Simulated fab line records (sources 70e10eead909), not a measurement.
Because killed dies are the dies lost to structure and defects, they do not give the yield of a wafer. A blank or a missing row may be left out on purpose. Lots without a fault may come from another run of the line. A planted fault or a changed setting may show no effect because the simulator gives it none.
What tool caused it? :: flow nand-harc :: 24 lots with 72 wafers sampled at 5 steps, on a route of 1302 steps

== WHAT THE GAUGES SHOWED, per wafer ==
NHARC_P_BONDPAD_THK_MEAS_20: measures by xrf.
lot: L074
measured: day 6 14:23
on: film-metro-02
thk-nm (nm): 161.1 161.9 162.1

lot: L075
measured: day 7 07:38
on: film-metro-02
thk-nm (nm): 161.4 162.1 161.5

lot: L076
measured: day 7 11:47
on: film-metro-02
thk-nm (nm): 161.8 162.6 161.2

lot: L077
measured: day 8 03:59
on: film-metro-02
thk-nm (nm): 161.5 162.2 161.5

lot: L078
measured: day 8 11:43
on: film-metro-01
thk-nm (nm): 160.2 159.8 160.7

lot: L079
measured: day 8 16:13
on: film-metro-01
thk-nm (nm): 160.0 160.9 158.6

lot: L080
measured: day 9 03:20
on: film-metro-02
thk-nm (nm): 159.9 161.0 160.8

lot: L081
measured: day 9 13:43
on: film-metro-02
thk-nm (nm): 159.1 162.6 163.0

lot: L082
measured: day 10 02:57
on: film-metro-01
thk-nm (nm): 158.6 161.0 160.8

lot: L083
measured: day 10 16:06
on: film-metro-02
thk-nm (nm): 161.5 161.0 163.1

lot: L084
measured: day 10 18:18
on: film-metro-01
thk-nm (nm): 162.7 162.9 161.4

lot: L085
measured: day 11 06:34
on: film-metro-02
thk-nm (nm): 162.5 161.9 159.1

lot: L086
measured: day 11 12:52
on: film-metro-02
thk-nm (nm): 161.1 161.7 163.7

lot: L087
measured: day 12 00:11
on: film-metro-01
thk-nm (nm): 161.5 160.6 162.5

lot: L089
measured: day 12 19:59
on: film-metro-01
thk-nm (nm): 163.8 160.8 161.3

lot: L088
measured: day 12 20:10
on: film-metro-01
thk-nm (nm): 159.7 163.1 161.7

lot: L090
measured: day 13 08:01
on: film-metro-01
thk-nm (nm): 160.8 159.1 158.3

lot: L091
measured: day 13 19:19
on: film-metro-02
thk-nm (nm): 162.6 158.4 161.1

lot: L092
measured: day 14 09:58
on: film-metro-02
thk-nm (nm): 160.4 161.8 161.1

lot: L093
measured: day 14 18:52
on: film-metro-02
thk-nm (nm): 160.5 157.8 161.1

lot: L094
measured: day 14 20:12
on: film-metro-02
thk-nm (nm): 161.6 160.4 161.9

lot: L095
measured: day 15 14:12
on: film-metro-01
thk-nm (nm): 161.1 159.7 162.2

lot: L096
measured: day 15 19:20
on: film-metro-01
thk-nm (nm): 162.4 161.4 161.0

lot: L097
measured: day 16 05:02
on: film-metro-01
thk-nm (nm): 160.2 160.9 161.8

NHARC_A_SOURCE_PLATE_THK_MEAS_09: measures by ellipsometry.
lot: L074
measured: day 7 00:34
on: film-metro-02
thk-nm (nm): 9.5 10.1 10.7

lot: L075
measured: day 7 17:59
on: film-metro-01
thk-nm (nm): 10.5 10.2 6.9

lot: L076
measured: day 7 22:53
on: film-metro-02
thk-nm (nm): 9.2 10.2 9.8

lot: L077
measured: day 8 14:17
on: film-metro-01
thk-nm (nm): 8.8 9.5 9.4

lot: L078
measured: day 8 23:13
on: film-metro-02
thk-nm (nm): 8.9 8.6 9.6

lot: L079
measured: day 9 02:57
on: film-metro-02
thk-nm (nm): 9.0 10.1 8.4

lot: L080
measured: day 9 13:18
on: film-metro-02
thk-nm (nm): 13.5 8.8 10.8

lot: L081
measured: day 10 00:28
on: film-metro-01
thk-nm (nm): 8.0 10.2 7.2

lot: L082
measured: day 10 16:26
on: film-metro-01
thk-nm (nm): 11.3 8.4 9.5

lot: L083
measured: day 11 02:25
on: film-metro-01
thk-nm (nm): 10.9 10.4 9.2

lot: L084
measured: day 11 02:25
on: film-metro-02
thk-nm (nm): 9.0 10.0 10.8

lot: L085
measured: day 11 16:14
on: film-metro-02
thk-nm (nm): 11.2 7.4 9.1

lot: L086
measured: day 11 22:37
on: film-metro-02
thk-nm (nm): 11.3 9.1 10.8

lot: L087
measured: day 12 11:54
on: film-metro-01
thk-nm (nm): 10.7 10.0 10.0

lot: L089
measured: day 13 06:20
on: film-metro-02
thk-nm (nm): 9.4 9.0 11.4

lot: L088
measured: day 13 06:20
on: film-metro-01
thk-nm (nm): 10.7 9.6 9.9

lot: L090
measured: day 13 18:47
on: film-metro-02
thk-nm (nm): 9.2 9.0 10.7

lot: L091
measured: day 14 05:14
on: film-metro-02
thk-nm (nm): 9.9 8.8 10.9

lot: L092
measured: day 14 20:05
on: film-metro-02
thk-nm (nm): 10.1 10.6 10.3

lot: L093
measured: day 15 04:53
on: film-metro-01
thk-nm (nm): 9.7 8.7 10.4

lot: L094
measured: day 15 04:53
on: film-metro-02
thk-nm (nm): 9.0 10.3 10.0

lot: L095
measured: day 15 23:51
on: film-metro-02
thk-nm (nm): 9.0 7.8 9.3

lot: L096
measured: day 16 06:26
on: film-metro-02
thk-nm (nm): 11.2 9.6 8.9

lot: L097
measured: day 16 15:13
on: film-metro-01
thk-nm (nm): 10.0 10.4 9.3

NHARC_A_SOURCE_PLATE_INSPECT_08.
lot: L074
measured: day 7 13:49
on: defect-inspect-02
raw-defect-count: 58 51 60

lot: L075
measured: day 8 07:11
on: defect-inspect-01
raw-defect-count: 53 34 52

lot: L076
measured: day 8 11:26
on: defect-inspect-02
raw-defect-count: 46 93 38

lot: L077
measured: day 9 03:50
on: defect-inspect-02
raw-defect-count: 71 118 95

lot: L078
measured: day 9 12:18
on: defect-inspect-01
raw-defect-count: 41 39 82

lot: L079
measured: day 9 16:02
on: defect-inspect-01
raw-defect-count: 48 81 53

lot: L080
measured: day 10 01:51
on: defect-inspect-02
raw-defect-count: 29 40 65

lot: L081
measured: day 10 17:03
on: defect-inspect-01
raw-defect-count: 55 86 105

lot: L082
measured: day 11 06:03
on: defect-inspect-01
raw-defect-count: 35 40 30

lot: L083
measured: day 11 19:13
on: defect-inspect-01
raw-defect-count: 75 59 69

lot: L084
measured: day 11 19:10
on: defect-inspect-02
raw-defect-count: 43 48 56

lot: L085
measured: day 12 07:35
on: defect-inspect-01
raw-defect-count: 45 53 95

lot: L086
measured: day 12 12:08
on: defect-inspect-02
raw-defect-count: 98 48 65

lot: L087
measured: day 13 01:35
on: defect-inspect-01
raw-defect-count: 45 25 51

lot: L089
measured: day 13 19:53
on: defect-inspect-01
raw-defect-count: 74 90 67

lot: L088
measured: day 13 19:53
on: defect-inspect-02
raw-defect-count: 60 64 36

lot: L090
measured: day 14 09:37
on: defect-inspect-01
raw-defect-count: 50 44 80

lot: L091
measured: day 14 17:49
on: defect-inspect-01
raw-defect-count: 65 39 37

lot: L092
measured: day 15 10:30
on: defect-inspect-02
raw-defect-count: 69 28 50

lot: L093
measured: day 15 17:21
on: defect-inspect-01
raw-defect-count: 57 42 41

lot: L094
measured: day 15 17:21
on: defect-inspect-02
raw-defect-count: 84 64 124

lot: L095
measured: day 16 12:57
on: defect-inspect-02
raw-defect-count: 77 174 111

lot: L096
measured: day 16 19:35
on: defect-inspect-02
raw-defect-count: 24 43 47

lot: L097
measured: day 17 06:26
on: defect-inspect-01
raw-defect-count: 73 86 38

== EACH LOT AND THE TOOL THAT RAN IT (in order: tool; ch and the chambers of the sampled wafers; start) ==
lot: L074
NHARC_P_BONDPAD_PRE_CLEAN_26: pvd-sputter-01, day 6 14:23 or earlier
NHARC_P_BONDPAD_PVD_17: pvd-sputter-01, day 6 14:23 or earlier

lot: L075
NHARC_P_BONDPAD_PRE_CLEAN_26: pvd-sputter-02, day 7 07:38 or earlier
NHARC_P_BONDPAD_PVD_17: pvd-sputter-02, day 7 07:38 or earlier

lot: L076
NHARC_P_BONDPAD_PRE_CLEAN_26: pvd-sputter-02, day 7 11:47 or earlier
NHARC_P_BONDPAD_PVD_17: pvd-sputter-02, day 7 11:47 or earlier

lot: L077
NHARC_P_BONDPAD_PRE_CLEAN_26: pvd-sputter-02, day 8 03:59 or earlier
NHARC_P_BONDPAD_PVD_17: pvd-sputter-02, day 8 03:59 or earlier

lot: L078
NHARC_P_BONDPAD_PRE_CLEAN_26: pvd-sputter-02, day 8 11:43 or earlier
NHARC_P_BONDPAD_PVD_17: pvd-sputter-02, day 8 11:43 or earlier

lot: L079
NHARC_P_BONDPAD_PRE_CLEAN_26: pvd-sputter-03, day 8 16:13 or earlier
NHARC_P_BONDPAD_PVD_17: pvd-sputter-03, day 8 16:13 or earlier

lot: L080
NHARC_P_BONDPAD_PRE_CLEAN_26: pvd-sputter-01, day 9 03:20 or earlier
NHARC_P_BONDPAD_PVD_17: pvd-sputter-01, day 9 03:20 or earlier

lot: L081
NHARC_P_BONDPAD_PRE_CLEAN_26: pvd-sputter-03, day 9 13:43 or earlier
NHARC_P_BONDPAD_PVD_17: pvd-sputter-03, day 9 13:43 or earlier

lot: L082
NHARC_P_BONDPAD_PRE_CLEAN_26: pvd-sputter-02, day 10 02:57 or earlier
NHARC_P_BONDPAD_PVD_17: pvd-sputter-02, day 10 02:57 or earlier

lot: L083
NHARC_P_BONDPAD_PRE_CLEAN_26: pvd-sputter-02, day 10 16:06 or earlier
NHARC_P_BONDPAD_PVD_17: pvd-sputter-02, day 10 16:06 or earlier

lot: L084
NHARC_P_BONDPAD_PRE_CLEAN_26: pvd-sputter-02, day 10 18:18 or earlier
NHARC_P_BONDPAD_PVD_17: pvd-sputter-02, day 10 18:18 or earlier

lot: L085
NHARC_P_BONDPAD_PRE_CLEAN_26: pvd-sputter-03, day 11 06:34 or earlier
NHARC_P_BONDPAD_PVD_17: pvd-sputter-03, day 11 06:34 or earlier

lot: L086
NHARC_P_BONDPAD_PRE_CLEAN_26: pvd-sputter-02, day 11 12:52 or earlier
NHARC_P_BONDPAD_PVD_17: pvd-sputter-02, day 11 12:52 or earlier

lot: L087
NHARC_P_BONDPAD_PRE_CLEAN_26: pvd-sputter-03, day 12 00:11 or earlier
NHARC_P_BONDPAD_PVD_17: pvd-sputter-03, day 12 00:11 or earlier

lot: L089
NHARC_P_BONDPAD_PRE_CLEAN_26: pvd-sputter-01, day 12 19:59 or earlier
NHARC_P_BONDPAD_PVD_17: pvd-sputter-01, day 12 19:59 or earlier

lot: L088
NHARC_P_BONDPAD_PRE_CLEAN_26: pvd-sputter-03, day 12 20:10 or earlier
NHARC_P_BONDPAD_PVD_17: pvd-sputter-03, day 12 20:10 or earlier

lot: L090
NHARC_P_BONDPAD_PRE_CLEAN_26: pvd-sputter-01, day 13 08:01 or earlier
NHARC_P_BONDPAD_PVD_17: pvd-sputter-01, day 13 08:01 or earlier

lot: L091
NHARC_P_BONDPAD_PRE_CLEAN_26: pvd-sputter-03, day 13 19:19 or earlier
NHARC_P_BONDPAD_PVD_17: pvd-sputter-03, day 13 19:19 or earlier

lot: L092
NHARC_P_BONDPAD_PRE_CLEAN_26: pvd-sputter-03, day 14 09:58 or earlier
NHARC_P_BONDPAD_PVD_17: pvd-sputter-03, day 14 09:58 or earlier

lot: L093
NHARC_P_BONDPAD_PRE_CLEAN_26: pvd-sputter-01, day 14 18:52 or earlier
NHARC_P_BONDPAD_PVD_17: pvd-sputter-01, day 14 18:52 or earlier

lot: L094
NHARC_P_BONDPAD_PRE_CLEAN_26: pvd-sputter-01, day 14 20:12 or earlier
NHARC_P_BONDPAD_PVD_17: pvd-sputter-01, day 14 20:12 or earlier

lot: L095
NHARC_P_BONDPAD_PRE_CLEAN_26: pvd-sputter-01, day 15 14:12 or earlier
NHARC_P_BONDPAD_PVD_17: pvd-sputter-01, day 15 14:12 or earlier

lot: L096
NHARC_P_BONDPAD_PRE_CLEAN_26: pvd-sputter-01, day 15 19:20 or earlier
NHARC_P_BONDPAD_PVD_17: pvd-sputter-01, day 15 19:20 or earlier

lot: L097
NHARC_P_BONDPAD_PRE_CLEAN_26: pvd-sputter-01, day 16 05:02 or earlier
NHARC_P_BONDPAD_PVD_17: pvd-sputter-01, day 16 05:02 or earlier
- NHARC_P_BONDPAD_PRE_CLEAN_26: time 30 s.
- NHARC_P_BONDPAD_PVD_17: deposits TaN, target thk 5 nm, time 8.06 s.

== AS READ BY THE TOOLS THEMSELVES (means over the sampled wafers that have a number; for cases with no such wafer, the mark the record gives instead) ==
NHARC_P_BONDPAD_PRE_CLEAN_26.
lot: L074
tool: pvd-sputter-01
heater-power-w (W): 397

lot: L075
tool: pvd-sputter-02
heater-power-w (W): 338

lot: L076
tool: pvd-sputter-02
heater-power-w (W): 389

lot: L077
tool: pvd-sputter-02
heater-power-w (W): 377

lot: L078
tool: pvd-sputter-02
heater-power-w (W): 394

lot: L079
tool: pvd-sputter-03
heater-power-w (W): 456

lot: L080
tool: pvd-sputter-01
heater-power-w (W): 474

lot: L081
tool: pvd-sputter-03
heater-power-w (W): 428

lot: L082
tool: pvd-sputter-02
heater-power-w (W): 363

lot: L083
tool: pvd-sputter-02
heater-power-w (W): 323

lot: L084
tool: pvd-sputter-02
heater-power-w (W): 399

lot: L085
tool: pvd-sputter-03
heater-power-w (W): 434

lot: L086
tool: pvd-sputter-02
heater-power-w (W): 354

lot: L087
tool: pvd-sputter-03
heater-power-w (W): 453

lot: L089
tool: pvd-sputter-01
heater-power-w (W): 453

lot: L088
tool: pvd-sputter-03
heater-power-w (W): 428

lot: L090
tool: pvd-sputter-01
heater-power-w (W): 450

lot: L091
tool: pvd-sputter-03
heater-power-w (W): 432

lot: L092
tool: pvd-sputter-03
heater-power-w (W): 431

lot: L093
tool: pvd-sputter-01
heater-power-w (W): 463

lot: L094
tool: pvd-sputter-01
heater-power-w (W): 432

lot: L095
tool: pvd-sputter-01
heater-power-w (W): 465

lot: L096
tool: pvd-sputter-01
heater-power-w (W): 390

lot: L097
tool: pvd-sputter-01
heater-power-w (W): 389

NHARC_P_BONDPAD_PVD_17.
lot: L074
tool: pvd-sputter-01
throttle-valve-pct (%): 29.6

lot: L075
tool: pvd-sputter-02
throttle-valve-pct (%): 29.4

lot: L076
tool: pvd-sputter-02
throttle-valve-pct (%): 29.8

lot: L077
tool: pvd-sputter-02
throttle-valve-pct (%): 29.9

lot: L078
tool: pvd-sputter-02
throttle-valve-pct (%): 30.0

lot: L079
tool: pvd-sputter-03
throttle-valve-pct (%): 29.6

lot: L080
tool: pvd-sputter-01
throttle-valve-pct (%): 29.6

lot: L081
tool: pvd-sputter-03
throttle-valve-pct (%): 30.7

lot: L082
tool: pvd-sputter-02
throttle-valve-pct (%): 29.5

lot: L083
tool: pvd-sputter-02
throttle-valve-pct (%): 30.1

lot: L084
tool: pvd-sputter-02
throttle-valve-pct (%): 29.8

lot: L085
tool: pvd-sputter-03
throttle-valve-pct (%): 28.3

lot: L086
tool: pvd-sputter-02
throttle-valve-pct (%): 30.2

lot: L087
tool: pvd-sputter-03
throttle-valve-pct (%): 28.2

lot: L089
tool: pvd-sputter-01
throttle-valve-pct (%): 29.2

lot: L088
tool: pvd-sputter-03
throttle-valve-pct (%): 30.6

lot: L090
tool: pvd-sputter-01
throttle-valve-pct (%): 30.0

lot: L091
tool: pvd-sputter-03
throttle-valve-pct (%): 31.0

lot: L092
tool: pvd-sputter-03
throttle-valve-pct (%): 29.8

lot: L093
tool: pvd-sputter-01
throttle-valve-pct (%): 28.9

lot: L094
tool: pvd-sputter-01
throttle-valve-pct (%): 29.0

lot: L095
tool: pvd-sputter-01
throttle-valve-pct (%): 30.3

lot: L096
tool: pvd-sputter-01
throttle-valve-pct (%): 28.1

lot: L097
tool: pvd-sputter-01
throttle-valve-pct (%): 29.2

== THE ANSWER, worked out from the rows above alone ==
Rule: what is usual is taken from the lots themselves. Put in order of their means at a reading, lots are off if they are a third of the lots or fewer, leave a main group of 4 or more, and stand apart from it by a gap of 3 or more times the standard deviation of the main group's means; of several such gaps the widest counts. A main group is skipped when, at the precision printed for the reading in the tables above, its means are all equal. Also off: a lot with no number at a reading for which 4 or more lots have one. The other lots that the step has rows for count as sound. The gauges are gone through in route order, then the tools' own readings, and for those a lot's mean is taken as printed above. At the first step where some lot is off, the reading lying furthest off is the one used; lots without a number count as furthest.
Nothing can be told from this: no lot is off at any reading shown.

== WHAT THE SIMULATOR PUT IN ==
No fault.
